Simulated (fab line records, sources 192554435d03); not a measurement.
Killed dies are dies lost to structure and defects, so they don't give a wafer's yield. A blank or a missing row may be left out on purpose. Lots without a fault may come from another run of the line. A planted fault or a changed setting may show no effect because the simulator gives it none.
fab line records | flow n5_finfet
record lots=7 wafers=21 last_day=17
route steps=1938 shown BEOL_M0_SAQP@663 BEOL_M4@1111 PASSIVATION@1936
lots that met no fault: from a run of the same line without faults
start_h: hours from the record's first day to the start of the lot's first wafer shown | wait_h: hours since the lot's step before | " the same as in the row above | L1.1+2: a row that stands for several wafers | - no value, or no start given | * or withheld: withheld | < > ~ a bound
route shown NAME@n: a module of which the file shows steps, and the number in the route of the first | usual: mean/standard deviation of fault-free wafers | same: alike in all rows | chamber/n: place in a boat | sites: the reading at each site | _std_site: their standard deviation | _edge_site: outer sites' mean less inner sites' | radius_mm: how far each site lies from the wafer's centre | mask NAME#n: copy n | behind: the tool/chamber that last shaped the wafer | hold: why the lot was held/for how many hours/how that ended | device: the transistor (n, p or np) that didn't switch | end of line: the same wafers' tests at the end of the route | a step without rows: its recipe alone | killed: dies lost to structure and defects at the first sort, not the wafer's yield | map: a wafer's dies, x killed, . not, _ none there
set.NAME: the setting as run; set.NAME@STEP: as run at that earlier step | model.NAME: the simulator's own value behind a step, which no gauge read
lots at some steps of the route; a table a step, a row a wafer
services: from which hour (start_h, from the record's first day; less than 0 if before it) a tool's chamber was out of use, for how many hours, and why
## steps
# step N5_BEOL_M0_SAQP_SPACER1_ALD_98
# recipe material=SiO2 target_thk_a=128 temp_c=300 ald_precursor_family=BDEAS ald_co_reactant=O2-plasma pulse_time_s=1 purge_time_s=2 co_reactant_purge_time_s=2 ald_cycles=138 pressure_torr=2
# step N5_BEOL_M0_SAQP_SPACER1_ETCHBACK_99
# recipe chemistry=CHF3/O2 mode=anisotropic_etchback target=SiO2 target_depth_a=154 time_s=7.7 pressure_mtorr=30 source_w=650 bias_w=170 Ar_flow_sccm=200 CHF3_flow_sccm=50 O2_flow_sccm=5 ion_energy_ev=200
# usual drypump_motor_current_A=5.6/0.45 oes_ar_750_au=0.79/0.1 oes_product_au=0.79/0.1 rf_vpp_V=525/15 showerhead_plenum_p_Torr=2.43/0.08 throttle_valve_pct=18.9/0.33
# columns lot.wafer tool chamber start_h wait_h drypump_motor_current_A oes_ar_750_au oes_product_au rf_hours_counter_h rf_vpp_V showerhead_plenum_p_Torr throttle_valve_pct
L314.1 rie_diel-02 1 140.50 0.3 5.8 0.75 0.73 168 518 2.50 19.1
L314.5 " 3 " " 5.4 0.90 0.92 - 529 2.55 18.6
L314.6 " 0 " " 6.0 0.73 0.74 - 537 2.40 19.0
L317.3 rie_diel-02 1 146.97 0.3 5.9 0.76 0.72 171 518 2.50 19.1
L317.4 " 2 " " 5.7 0.71 0.70 - 513 2.39 19.3
L317.5 " 1 " " 5.9 0.76 0.72 - 519 2.50 19.1
L320.3 rie_diel-05 2 167.56 0.3 5.8 0.94 0.95 14 511 2.35 18.5
L320.4 " 0 " " 6.4 0.73 0.71 - 545 2.52 19.3
L320.5 " 3 " " 5.3 0.69 0.69 - 516 2.35 19.1
L327.2 rie_diel-04 2 210.41 0.3 4.9 0.82 0.81 95 499 2.44 18.9
L327.3 " 0 " " 5.3 0.92 0.92 19 551 2.55 18.4
L327.5 " 3 " " 5.0 0.86 0.88 - 535 2.48 18.5
L329.2 rie_diel-04 2 213.81 0.3 4.9 0.81 0.81 96 498 2.44 18.9
L329.3 " 3 " " 5.0 0.86 0.88 37 535 2.48 18.6
L329.6 " 2 " " 4.9 0.81 0.81 - 498 2.44 18.9
L328.2 rie_diel-04 2 217.17 0.3 4.9 0.81 0.80 97 497 2.44 18.9
L328.5 " 1 " " 6.2 0.68 0.68 - 536 2.31 19.3
L328.6 " 0 " " 5.3 0.92 0.91 - 552 2.55 18.4
L330.2 rie_diel-05 1 228.26 0.3 5.5 0.67 0.68 225 519 2.35 18.8
L330.3 " 2 " " 5.8 0.90 0.91 33 511 2.35 18.6
L330.6 " 1 " " 5.5 0.68 0.68 - 519 2.35 18.8
# step N5_BEOL_M0_SAQP_MANDREL1_REMOVE_100
# recipe chemistry=HBr/Cl2/O2 bt_time_s=10 target=a-Si stop_on=SiNx endpoint=OES-SiCl over_etch_frac=0.85 icp_w=600 bias_w=30 HBr_flow_sccm=150 Cl2_flow_sccm=80 O2_flow_sccm=5 pressure_mtorr=10
# step N5_BEOL_M0_SAQP_CD_MEAS_25
# recipe target_cd_nm=13.1 landing_energy_ev=1000 detector=se_inlens
# usual cd_nm=12.83/0.23
# columns lot.wafer tool chamber start_h wait_h cd_nm
L314.1 cd_sem-03 0 140.70 0.1 12.78
L314.5 " 0 " " 12.73
L314.6 " 0 " " 13.37
L317.3 cd_sem-02 0 147.17 0.1 13.05
L317.4 " 0 " " 12.55
L317.5 " 0 " " 12.66
L320.3 cd_sem-03 0 167.76 0.1 13.09
L320.4 " 0 " " 12.90
L320.5 " 0 " " 12.80
L327.2 cd_sem-02 0 210.61 0.1 13.10
L327.3 " 0 " " 12.82
L327.5 " 0 " " 13.12
L329.2 cd_sem-01 0 214.00 0.1 13.39
L329.3 " 0 " " 12.98
L329.6 " 0 " " 12.98
L328.2 cd_sem-01 0 217.36 0.1 12.47
L328.5 " 0 " " 12.80
L328.6 " 0 " " 12.63
L330.2 cd_sem-01 0 228.46 0.1 12.79
L330.3 " 0 " " 12.57
L330.6 " 0 " " 12.64
# step N5_BEOL_M0_SAQP_ETCH_101
# recipe chemistry=CH3F/O2 target=SiNx mask_material=SiO2 target_depth_a=299 time_s=42.7 pressure_mtorr=30 source_w=395 bias_w=73 Ar_flow_sccm=150 CH3F_flow_sccm=30 O2_flow_sccm=20 ion_energy_ev=120
# step N5_BEOL_M0_SAQP_ETCH_102
# recipe chemistry=CF4 target=SiO2 target_depth_a=40 ion_energy_ev=350 time_s=4.4 pressure_mtorr=10 icp_w=800 bias_w=400 cf4_flow_sccm=80
# step N5_BEOL_M0_SAQP_MANDREL_ETCH_103
# recipe chemistry=HBr/Cl2 target=a-Si target_depth_a=450 bt_time_s=10 stop_on=SiCN mask_material=SiO2 over_etch_frac=0.8 time_s=27 pressure_mtorr=10 icp_w=800 bias_w=75 HBr_flow_sccm=150 Cl2_flow_sccm=80 ends=end_point
# step N5_BEOL_M0_SAQP_RECESS_104
# recipe chemistry=HF/NH3 target=SiO2 target_depth_a=180 afs_cycles=3 temp_c=30 sublimation_temp_c=180 sublimation_time_s=60
# usual drypump_motor_current_A=6.27/0.26
# same afs_cycles=3 sublimation_time_s=60
# columns lot.wafer tool chamber start_h wait_h drypump_motor_current_A
L314.1 vapor_etch-02 1 140.98 0.1 6.41
L314.5 " 1 " " 6.41
L314.6 " 0 " " 6.26
L317.3 vapor_etch-02 0 147.54 0.2 6.22
L317.4 " 1 " " 6.40
L317.5 " 1 " " 6.40
L320.3 vapor_etch-02 0 168.14 0.2 6.22
L320.4 " 1 " " 6.41
L320.5 " 0 " " 6.25
L327.2 vapor_etch-02 1 210.87 0.1 6.41
L327.3 " 1 " " 6.42
L327.5 " 1 " " 6.42
L329.2 vapor_etch-02 1 214.30 0.1 6.43
L329.3 " 0 " " 6.24
L329.6 " 0 " " 6.25
L328.2 vapor_etch-01 1 217.62 0.1 5.58
L328.5 " 1 " " 5.58
L328.6 " 0 " " 6.49
L330.2 vapor_etch-02 0 228.71 0.1 6.22
L330.3 " 1 " " 6.43
L330.6 " 0 " " 6.24
# step N5_BEOL_M0_SAQP_COAT_105
# recipe resist=SOC temp_c=250 time_s=60 spin_rpm=1500 resist_thk_nm=100
# step N5_BEOL_M0_SAQP_ETCH_106
# recipe chemistry=N2/H2 target=SOC target_depth_a=1500 stop_on=SiNx ion_energy_ev=100 bias_w=61 pressure_mtorr=30 source_w=850 n2_flow_sccm=200 h2_flow_sccm=200
# usual drypump_motor_current_A=5.6/0.45 oes_product_au=0.79/0.1 rf_vpp_V=241.0/1.4 showerhead_plenum_p_Torr=2.56/0.085 throttle_valve_pct=17.8/0.39
# columns lot.wafer tool chamber start_h wait_h drypump_motor_current_A oes_product_au rf_hours_counter_h rf_vpp_V showerhead_plenum_p_Torr throttle_valve_pct
L314.1 rie_diel-05 2 141.47 - 5.8 0.96 5 239.7 2.50 17.5
L314.5 " 1 " " 5.6 0.69 - 240.6 2.54 18.0
L314.6 " 2 " " 5.8 0.96 - 240.0 2.50 17.5
L317.3 rie_diel-04 2 147.87 - 5.0 0.81 78 242.0 2.58 17.7
L317.4 " 1 " " 6.2 0.68 224 238.3 2.41 18.1
L317.5 " 2 " " 4.9 0.82 - 242.1 2.58 17.7
L320.3 rie_diel-04 3 168.46 - 5.0 0.88 26 241.0 2.59 17.3
L320.4 " 2 " " 4.9 0.81 83 241.1 2.58 17.7
L320.5 " 1 " " 6.2 0.68 - 239.0 2.41 18.1
L327.2 rie_diel-04 2 211.32 - 4.9 0.79 95 241.6 2.57 17.7
L327.3 " 3 " " 5.0 0.86 36 240.2 2.59 17.4
L327.5 " 2 " " 4.9 0.80 - 240.9 2.57 17.7
L329.2 rie_diel-04 1 215.03 - 6.2 0.67 241 239.7 2.41 18.1
L329.3 " 2 " " 5.0 0.79 96 241.9 2.57 17.7
L329.6 " 0 " " 5.3 0.90 - 242.9 2.68 17.1
L328.2 rie_diel-04 3 218.07 - 5.0 0.86 39 242.6 2.59 17.4
L328.5 " 1 " " 6.2 0.67 - 238.3 2.41 18.1
L328.6 " 0 " " 5.3 0.90 - 242.1 2.68 17.1
L330.2 rie_diel-02 0 229.16 - 6.0 0.71 203 241.8 2.52 18.0
L330.3 " 2 " " 5.7 0.97 1 240.7 2.50 17.8
L330.6 " 0 " " 6.0 0.71 - 241.7 2.52 18.0
# step N5_BEOL_M0_SAQP_ETCH_107
# recipe chemistry=CH3F/O2 target=SiNx target_depth_a=300 mask_material=SOC pressure_mtorr=30 source_w=395 bias_w=73 Ar_flow_sccm=150 CH3F_flow_sccm=30 O2_flow_sccm=20 ion_energy_ev=120
# step N5_BEOL_M0_SAQP_STRIP_108
# recipe chemistry=N2/H2 power_w=500 temp_c=40 pressure_mtorr=50 rf_frequency_hz=6e+07 overash_fraction=0.3 bias_power_w=28 h2_frac=0.5 n2_flow_sccm=300 h2_flow_sccm=300
# usual drypump_motor_current_A=5.6/0.45 oes_product_au=0.79/0.1 rf_vpp_V=121.9/1.1 showerhead_plenum_p_Torr=3.38/0.11 throttle_valve_pct=18.9/0.52
# columns lot.wafer tool chamber start_h wait_h drypump_motor_current_A oes_product_au rf_hours_counter_h rf_vpp_V showerhead_plenum_p_Torr throttle_valve_pct
L314.1 rie_diel-05 2 141.57 0.0 5.8 0.96 5 120.5 3.31 18.4
L314.5 " 1 " " 5.6 0.72 - 123.6 3.36 19.1
L314.6 " 2 " " 5.8 0.96 - 120.4 3.31 18.4
L317.3 rie_diel-04 2 147.97 0.0 4.9 0.81 78 122.3 3.41 18.6
L317.4 " 1 " " 6.2 0.69 224 120.5 3.19 19.4
L317.5 " 2 " " 4.9 0.81 - 121.4 3.41 18.7
L320.3 rie_diel-04 3 168.56 0.0 5.0 0.90 26 121.7 3.42 18.5
L320.4 " 2 " " 4.9 0.81 83 122.4 3.40 18.7
L320.5 " 1 " " 6.2 0.70 - 121.7 3.19 19.4
L327.2 rie_diel-04 2 211.42 0.0 5.0 0.80 95 122.6 3.40 18.7
L327.3 " 3 " " 5.0 0.87 36 121.9 3.41 18.5
L327.5 " 2 " " 4.9 0.81 - 122.4 3.40 18.7
L329.2 rie_diel-04 1 215.13 0.0 6.2 0.68 241 121.4 3.18 19.4
L329.3 " 2 " " 4.9 0.80 96 122.9 3.40 18.7
L329.6 " 0 " " 5.3 0.90 - 123.9 3.53 18.0
L328.2 rie_diel-04 3 218.17 0.0 5.0 0.87 39 122.6 3.41 18.5
L328.5 " 1 " " 6.2 0.68 - 120.8 3.18 19.4
L328.6 " 0 " " 5.3 0.91 - 122.8 3.53 18.0
L330.2 rie_diel-02 0 229.26 0.0 6.0 0.72 203 120.8 3.33 19.1
L330.3 " 2 " " 5.7 0.99 1 122.0 3.31 19.0
L330.6 " 0 " " 6.0 0.73 - 122.1 3.33 19.2
# step N5_BEOL_M0_SAQP_RECESS_109
# recipe chemistry=HF/NH3 target=SiO2 target_depth_a=30 afs_cycles=1 temp_c=30 sublimation_temp_c=180 sublimation_time_s=60
# usual afs_cycles=1/0 drypump_motor_current_A=6.2/0.33 sublimation_time_s=60/0
# columns lot.wafer tool chamber start_h wait_h afs_cycles drypump_motor_current_A sublimation_time_s
L314.1 vapor_etch-02 0 141.63 0.0 1 6.2 60
L314.5 " 0 " " 1 6.2 60
L314.6 " 1 " " 1 6.4 60
L317.3 vapor_etch-01 1 148.07 0.1 1 5.6 60
L317.4 " 0 " " 1 6.5 60
L317.5 " 1 " " 1 5.6 60
L320.3 vapor_etch-02 1 168.78 0.2 1 6.4 60
L320.4 " 0 " " 1 6.2 60
L320.5 " 1 " " 1 6.4 60
L327.2 vapor_etch-02 0 211.49 0.0 - - -
L327.3 " 1 " " - - -
L327.5 " 1 " " - - -
L329.2 vapor_etch-02 0 215.20 0.0 - - -
L329.3 " 1 " " - - -
L329.6 " 1 " " - - -
L328.2 vapor_etch-02 1 218.23 0.0 - - -
L328.5 " 1 " " - - -
L328.6 " 0 " " - - -
L330.2 vapor_etch-02 0 229.32 0.0 1 6.2 60
L330.3 " 0 " " 1 6.2 60
L330.6 " 1 " " 1 6.4 60
# step N5_BEOL_M0_SAQP_SPACER2_ALD_26
# recipe material=SiO2 target_thk_a=150 temp_c=300 ald_precursor_family=BDEAS ald_co_reactant=O2-plasma pulse_time_s=1 purge_time_s=2 co_reactant_purge_time_s=2 pressure_torr=2
# usual heater_power_w=485/46 precursor_pulse_height_rel=1.002/0.021
# columns lot.wafer tool chamber start_h wait_h heater_power_w precursor_pulse_height_rel
L314.1 ald_sin-02 3 143.23 1.6 497 0.988
L314.5 " 2 " " 426 1.015
L314.6 " 3 " " 509 1.035
L317.3 ald_sin-03 3 148.17 0.1 463 0.993
L317.4 " 2 " " 531 1.055
L317.5 " 2 " " 541 1.038
L320.3 ald_sin-03 2 168.88 0.1 544 1.058
L320.4 " 2 " " 528 1.037
L320.5 " 3 " " 461 1.002
L327.2 ald_sin-03 2 211.68 0.1 546 1.006
L327.3 " 1 " " 436 1.022
L327.5 " 3 " " 464 1.016
L329.2 ald_sin-02 2 215.34 0.1 440 1.022
L329.3 " 3 " " 510 0.999
L329.6 " 0 " " 419 0.985
L328.2 ald_sin-02 2 218.37 0.1 431 1.029
L328.5 " 0 " " 432 1.010
L328.6 " 1 " " 563 1.011
L330.2 ald_sin-04 2 229.47 0.1 507 0.985
L330.3 " 0 " " 491 0.972
L330.6 " 1 " " 482 1.006
# step N5_BEOL_M4_RC_MEAS_101
# usual DIBL_N=36.6/2.1 DIBL_P=36.5/2.7 IOFF_N=0.17/0.043 IOFF_P=0.22/0.045 ION_N=674/17 ION_P=461/9.9 SS_N=71.7/0.79 SS_P=73.4/0.79 VT_N=249/4 VT_P=-250/3.3
# columns lot.wafer tool chamber start_h wait_h DIBL_N[mV/V] DIBL_P[mV/V] IOFF_N[nA/um] IOFF_P[nA/um] ION_N[uA/um] ION_P[uA/um] SS_N[mV/dec] SS_P[mV/dec] VT_N[mV] VT_P[mV]
L314.1 prober-02 0 199.94 0.0 39.4 39.3 0.29 0.36 702 479 73.4 74.3 241 -240
L314.5 " 0 " " 34.6 33.6 0.15 0.23 674 461 70.7 73.1 247 -245
L314.6 " 0 " " 38.3 38.8 0.25 0.34 720 493 72.0 74.1 242 -239
L317.3 prober-02 0 209.25 0.3 37.5 38.3 0.17 0.21 691 473 71.2 73.9 249 -253
L317.4 " 0 " " 40.7 41.6 0.23 0.27 666 454 72.8 75.1 245 -249
L317.5 " 0 " " 36.7 36.6 0.15 0.21 661 452 70.6 73.3 251 -253
L320.3 prober-02 0 218.53 0.3 35.6 35.0 0.15 0.21 684 473 71.7 73.3 250 -247
L320.4 " 0 " " 38.3 37.9 0.20 0.25 688 470 72.2 73.6 247 -248
L320.5 " 0 " " 33.3 32.3 0.11 0.17 665 469 70.3 72.2 255 -251
L329.2 prober-01 0 267.99 0.2 34.6 35.1 0.13 0.18 658 449 71.1 73.7 255 -252
L329.3 " 0 " " 34.7 35.6 0.15 0.21 680 465 71.0 72.8 247 -249
L329.6 " 0 " " 33.9 34.1 0.12 0.17 658 456 71.0 72.2 253 -253
L327.2 prober-02 0 274.16 0.2 34.9 36.4 0.14 0.20 674 472 70.8 73.4 251 -248
L327.3 " 0 " " 38.0 39.6 0.18 0.24 679 462 72.4 74.1 248 -249
L327.5 " 0 " " 39.4 41.1 0.20 0.27 668 459 72.8 74.0 248 -247
L328.2 prober-02 0 275.93 0.2 38.1 39.4 0.24 0.26 713 478 71.9 74.1 243 -247
L328.5 " 0 " " 39.4 39.4 0.24 0.26 705 473 72.1 74.2 243 -250
L328.6 " 0 " " 37.1 37.6 0.20 0.22 711 475 72.0 73.6 243 -251
L330.2 prober-01 0 282.97 0.2 37.2 37.1 0.17 0.24 668 456 71.3 73.7 249 -245
L330.3 " 0 " " 39.4 41.0 0.26 0.31 711 484 71.9 74.3 242 -247
L330.6 " 0 " " 35.5 35.6 0.14 0.21 658 458 70.4 73.3 251 -248
# step N5_PASSIVATION_PROBE_49
# usual defect_limited_yield=91.5/1.7 killed_at_M0_to_M3=33/11 killed_at_M4_up=13/5.2 killed_at_contacts=11/5.7 killed_at_front_end=39/11 killed_at_other=4/3 killed_dies=101/20 killed_open=66/15 killed_short=33/8.4 sort_bin_5_function=5.0/1.1 sort_bin_6_memory=3.2/0.69 sort_bin_8_speed=0.1/0.52 sort_n_pass=1078/20 sort_yield_pct=91.4/1.7
# same gross_dies=1180 killed_at_back_side=0 sort_bin_4_leakage[%]=0
# columns lot.wafer tool chamber start_h wait_h defect_limited_yield[%] killed_at_M0_to_M3 killed_at_M4_up killed_at_contacts killed_at_front_end killed_at_other killed_dies killed_open killed_short sort_bin_5_function[%] sort_bin_6_memory[%] sort_bin_8_speed[%] sort_n_pass sort_yield_pct[%]
L320.3 prober-01 - 321.25 0.1 89.7 32 12 16 55 7 122 78 35 5.3 4.0 0 1058 89.7
L320.4 prober-01 - 321.30 0.2 88.6 38 14 32 45 6 135 100 35 6.2 5.2 0 1045 88.6
L320.5 prober-01 - 321.35 0.2 89.8 54 7 12 42 5 120 77 41 5.3 4.4 0.1 1060 89.8
L317.3 prober-02 - 321.33 0.2 92.8 32 9 11 32 1 85 48 33 4.2 2.9 0 1095 92.8
L317.4 prober-02 - 321.38 0.3 94.7 28 7 7 18 3 63 38 21 2.5 2.5 0 1117 94.7
L317.5 prober-02 - 321.43 0.3 94.5 19 10 3 31 2 65 41 22 3.1 2.2 0 1115 94.5
L329.2 prober-01 - 378.59 0.1 92.3 31 12 11 35 2 91 62 29 4.7 3.0 0 1089 92.3
L329.3 prober-01 - 378.64 0.1 92.9 22 18 9 33 2 84 51 32 4.0 2.8 0 1096 92.9
L329.6 prober-01 - 378.79 0.3 91.0 32 11 12 49 2 106 62 35 5.3 2.6 0 1074 91.0
L328.5 prober-02 - 382.22 0.2 89.7 35 7 4 66 9 121 55 53 5.2 3.4 0 1059 89.7
# killed by level:class
L320.3 MOL_CONTACT_COAG:geometric_particle:open=13 BEOL_M0_SAQP:geometric_particle:open=13 STI_FIN_REVEAL:geometric_particle:open=10 HKMG_FIN:area_etch=9 GATE_CUT:geometric_particle:short=8 DUMMY_GATE:geometric_particle:open=6 BEOL_M0_SAQP:geometric_particle:short=6 GATE_CUT:geometric_particle:open=5
L320.4 MOL_CONTACT_COAG:geometric_particle:open=26 STI_FIN_REVEAL:geometric_particle:open=21 BEOL_M1:geometric_particle:open=11 BEOL_M3:geometric_particle:open=9 BEOL_M0_SAQP:geometric_particle:short=8 FIN_SAQP:geometric_particle:open=6 MOL_CONTACT_COAG:geometric_particle:short=6 BEOL_M4:geometric_particle:open=6
L317.3 BEOL_M3:geometric_particle:short=9 MOL_CONTACT_COAG:geometric_particle:open=8 FIN_SAQP:geometric_particle:open=6 BEOL_M1:geometric_particle:open=6 BEOL_M3:geometric_particle:open=6 BEOL_M0_SAQP:geometric_particle:open=5 FIN_SAQP:geometric_particle:short=4 ILD0:geometric_particle:open=4
L320.5 BEOL_M0_SAQP:geometric_particle:short=14 BEOL_M0_SAQP:geometric_particle:open=13 STI_FIN_REVEAL:geometric_particle:open=9 BEOL_M3:geometric_particle:open=9 MOL_CONTACT_COAG:geometric_particle:open=8 BEOL_M2:geometric_particle:open=7 FIN_SAQP:geometric_particle:open=5 FIN_SAQP:geometric_particle:short=5
L317.4 BEOL_M0_SAQP:geometric_particle:open=6 BEOL_M3:geometric_particle:open=6 MOL_CONTACT_COAG:geometric_particle:open=5 BEOL_M3:geometric_particle:short=5 BEOL_M0_SAQP:geometric_particle:short=4 BEOL_M2:geometric_particle:open=4 FIN_SAQP:geometric_particle:open=3 STI_FIN_REVEAL:geometric_particle:open=3
L317.5 DUMMY_GATE:geometric_particle:open=7 BEOL_M0_SAQP:geometric_particle:short=6 BEOL_M5:geometric_particle:open=5 BEOL_M3:geometric_particle:open=4 FIN_SAQP:geometric_particle:open=3 FIN_SAQP:geometric_particle:short=3 STI_FIN_REVEAL:geometric_particle:open=3 GATE_CUT:geometric_particle:open=3
L329.2 FIN_SAQP:geometric_particle:short=11 BEOL_M2:geometric_particle:open=11 FIN_SAQP:geometric_particle:open=9 BEOL_M0_SAQP:geometric_particle:open=7 STI_FIN_REVEAL:geometric_particle:open=6 MOL_CONTACT_COAG:geometric_particle:open=6 MOL_CONTACT_COAG:geometric_particle:short=5 BEOL_M1:geometric_particle:open=5
L329.3 FIN_SAQP:geometric_particle:short=9 FIN_SAQP:geometric_particle:open=9 BEOL_M2:geometric_particle:open=8 MOL_CONTACT_COAG:geometric_particle:open=7 BEOL_M4:geometric_particle:open=7 GATE_CUT:geometric_particle:short=4 BEOL_M0_SAQP:geometric_particle:open=4 BEOL_M0_SAQP:geometric_particle:short=3
L329.6 STI_FIN_REVEAL:geometric_particle:open=12 MOL_CONTACT_COAG:geometric_particle:open=10 HKMG_FIN:area_etch=9 FIN_SAQP:geometric_particle:short=8 BEOL_M0_SAQP:geometric_particle:short=7 BEOL_M3:geometric_particle:open=6 BEOL_M0_SAQP:geometric_particle:open=6 FIN_SAQP:geometric_particle:open=5
L328.5 FIN_SAQP:geometric_particle:open=17 FIN_SAQP:geometric_particle:short=14 BEOL_M0_SAQP:geometric_particle:short=14 HKMG_FIN:area_etch=13 BEOL_M0_SAQP:geometric_particle:open=8 GATE_CUT:geometric_particle:open=4 GATE_CUT:geometric_particle:short=4 BEOL_M2:geometric_particle:short=4
## services
# columns tool chamber start_h hours kind
rie_diel-04 0 124.66 - clean
rie_diel-04 0 124.66 - consumable_replace:focus_ring
rie_diel-04 0 124.66 - consumable_replace:showerhead
rie_diel-04 0 124.66 17.3 scheduled_down
rie_diel-04 0 124.66 17.3 vent_cycle
rie_diel-02 0 137.14 1.7 repair
rie_diel-05 0 139.20 12.1 repair
ald_sin-03 3 150.42 5.6 repair
ald_sin-04 2 164.94 4.4 repair
rie_diel-02 2 167.26 2.7 repair
ald_sin-03 0 168.46 15.3 repair
rie_diel-04 3 171.42 1.6 repair
ald_sin-02 0 176.86 13.6 repair
rie_diel-04 1 190.80 1.3 repair
rie_diel-02 2 204.99 - clean
rie_diel-02 2 204.99 - consumable_replace:focus_ring
rie_diel-02 2 204.99 19.7 scheduled_down
rie_diel-02 2 204.99 19.7 vent_cycle
vapor_etch-02 - 219.72 0.2 repair
ald_sin-04 3 221.86 24.5 repair
rie_diel-05 3 222.62 - clean
rie_diel-05 3 222.62 - consumable_replace:focus_ring
ald_sin-03 2 226.12 7.1 repair
ald_sin-02 1 226.49 5.0 repair
## key
first_sign step=N5_BEOL_M0_SAQP_RECESS_109 reading=tool_record direction=missing
effect none on later readings
met_at N5_BEOL_M0_SAQP_RECESS_109
struck_wafers L327.2,L327.3,L327.5,L328.2,L328.5,L328.6,L329.2,L329.3,L329.6
baseline_loss step=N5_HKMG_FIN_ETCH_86 wafers=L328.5
onset_between 168.78 211.49
fault kind=skipped_step_whole tool=vapor_etch-02 chamber=- onset_h=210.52 steps=N5_BEOL_M0_SAQP_RECESS_109 scope=struck_lots_only
# baseline_loss: these wafers lose ten dies or more at that step, a loss of the line's own and not of a fault; the sort's usual values leave them out
